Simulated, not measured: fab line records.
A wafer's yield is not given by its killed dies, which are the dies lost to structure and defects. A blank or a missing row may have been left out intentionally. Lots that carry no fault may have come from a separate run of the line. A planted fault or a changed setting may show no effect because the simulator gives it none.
Which tool is to blame? + flow nandHarc + 33 wafers from 11 lots sampled at 2 of the route's 1159 steps

## WHAT THE GAUGES SHOWED, per wafer
NHARC_A_SLIT_INSPECT_11.
| lot  | measured     | on               | rawDefectCount |
|------|--------------|------------------|----------------|
| L446 | day 15 07:14 | defectInspect-02 | 28 27 28       |
| L443 | day 15 08:57 | defectInspect-02 | 16 13 11       |
| L447 | day 16 12:37 | defectInspect-01 | 16 6 17        |
| L449 | day 16 18:16 | defectInspect-01 | 23 25 35       |
| L450 | day 17 00:50 | defectInspect-01 | 17 18 21       |
| L448 | day 17 00:41 | defectInspect-02 | 12 9 18        |
| L454 | day 17 14:55 | defectInspect-01 | 315 323 315    |
| L451 | day 18 00:04 | defectInspect-02 | 323 305 295    |
| L457 | day 18 20:32 | defectInspect-01 | 48 32 45       |
| L461 | day 19 13:50 | defectInspect-02 | 9 14 16        |
| L462 | day 20 09:52 | defectInspect-02 | 7 16 20        |

## TOOL THAT RAN EACH LOT (tool first, then ch and the chambers of the sampled wafers, then the start)
| lot  | NHARC_A_SLIT_DEP_00          |
|------|------------------------------|
| L446 | aclDep-01 ch 0, day 15 04:28 |
| L443 | aclDep-03 ch 0, day 15 06:54 |
| L447 | aclDep-02 ch 0, day 16 10:56 |
| L449 | aclDep-01 ch 0, day 16 15:37 |
| L450 | aclDep-01 ch 0, day 16 22:17 |
| L448 | aclDep-03 ch 0, day 16 22:52 |
| L454 | aclDep-01 ch 0, day 17 13:07 |
| L451 | aclDep-01 ch 0, day 17 21:16 |
| L457 | aclDep-02 ch 0, day 18 17:32 |
| L461 | aclDep-03 ch 0, day 19 11:11 |
| L462 | aclDep-01 ch 0, day 20 07:14 |
- NHARC_A_SLIT_DEP_00: deposits aC, target thk 3200 nm.

## THE ANSWER, worked out from the rows above alone
Rule: what is usual is taken from the lots themselves. Put in order of their means at a reading, lots are off if they are a third of the lots or fewer, leave a main group of 4 or more, and stand apart from it by a gap of 3 or more times the standard deviation of the main group's means; of several such gaps the widest counts. If all means in a main group match to the digits the tables above print for the reading, that group is not used. A lot without any number at a reading at which 4 lots or more have one is off too. The other lots that the step has rows for count as sound.
Off, at NHARC_A_SLIT_INSPECT_11 on rawDefectCount: L454, L451. Mean 20 and standard deviation 9.5 in the main group.
If a tool, at a process step before that reading, ran all the lots that are off and no sound lot after the first of them, it fits. Those tools and the gauges at NHARC_A_SLIT_INSPECT_11 are tried in the same way. Not one of the candidates tried fits.

## WHAT WAS PUT IN BY THE SIMULATOR
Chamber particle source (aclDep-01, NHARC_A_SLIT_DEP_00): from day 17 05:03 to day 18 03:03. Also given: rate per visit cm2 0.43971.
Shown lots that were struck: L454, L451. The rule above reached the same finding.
